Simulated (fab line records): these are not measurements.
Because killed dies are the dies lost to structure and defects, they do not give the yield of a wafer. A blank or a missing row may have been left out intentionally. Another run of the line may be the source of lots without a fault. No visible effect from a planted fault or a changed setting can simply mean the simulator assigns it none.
Matching of chambers || flow nand harc || NHARC_A_DECK1_JOINT_CMP_13 on cmp-04: 4 sister chambers
The step polishes, target thk 51.023 nm. 8 wafers are shown with their chamber, then 7 later ones without.

EACH WAFER AND ITS CHAMBER
{"wafer": "L081.5", "chamber": 3, "motor current A (A)": 9.8, "time to endpoint s (s)": 8.8}
{"wafer": "L089.1", "chamber": 2, "motor current A (A)": 13.8, "time to endpoint s (s)": 13.0}
{"wafer": "L089.5", "chamber": 0, "motor current A (A)": 11.6, "time to endpoint s (s)": 10.3}
{"wafer": "L089.3", "chamber": 1, "motor current A (A)": 12.9, "time to endpoint s (s)": 9.9}
{"wafer": "L089.4", "chamber": 3, "motor current A (A)": 10.3, "time to endpoint s (s)": 15.0}
{"wafer": "L089.6", "chamber": 1, "motor current A (A)": 11.3, "time to endpoint s (s)": 6.5}
{"wafer": "L090.2", "chamber": 0, "motor current A (A)": 11.8, "time to endpoint s (s)": 9.2}
{"wafer": "L090.4", "chamber": 2, "motor current A (A)": 13.9, "time to endpoint s (s)": 8.9}

WAFERS WITHOUT THEIR CHAMBER
{"wafer": "L090.5", "motor current A (A)": 11.7, "time to endpoint s (s)": 9.7}
{"wafer": "L092.4", "motor current A (A)": 11.6, "time to endpoint s (s)": 8.0}
{"wafer": "L092.5", "motor current A (A)": 12.6, "time to endpoint s (s)": 1.8}
{"wafer": "L092.6", "motor current A (A)": 14.1, "time to endpoint s (s)": 5.0}
{"wafer": "L094.1", "motor current A (A)": 12.9, "time to endpoint s (s)": 5.0}
{"wafer": "L094.2", "motor current A (A)": 9.8, "time to endpoint s (s)": 12.0}
{"wafer": "L094.3", "motor current A (A)": 14.4, "time to endpoint s (s)": 9.4}

THE CHAMBER EACH PASSED THROUGH
{"wafer": "L090.5", "from the rows above": "can't be placed: 0 or 1", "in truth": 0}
{"wafer": "L092.4", "from the rows above": "can't be placed: 0 or 1", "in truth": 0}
{"wafer": "L092.5", "from the rows above": "can't be placed: 1 or 0 or 2", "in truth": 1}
{"wafer": "L092.6", "from the rows above": "can't be placed: 2 or 1", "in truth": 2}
{"wafer": "L094.1", "from the rows above": "can't be placed: 1 or 0 or 2", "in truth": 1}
{"wafer": "L094.2", "from the rows above": 3, "in truth": 3}
{"wafer": "L094.3", "from the rows above": 2, "in truth": 2}
Correct placement for 2 of the 7. From these rows, 5 cannot be placed; in 5 the true chamber is one of the candidates. 0 placed wrongly.
How it was worked out, from the rows above alone: a wafer's distance from a chamber is the root of the sum, over the readings, of the square of ((its reading less the chamber's mean) divided by the reading's scatter). The wafer belongs to the nearest chamber; if the next one is less than 2 further off, it can't be placed. Each chamber's mean is taken over the wafers shown for it. How the scatter is found: for the shown wafers, subtract from each reading the mean of its chamber, square and add these, divide the total by (wafers less chambers), then take the root.
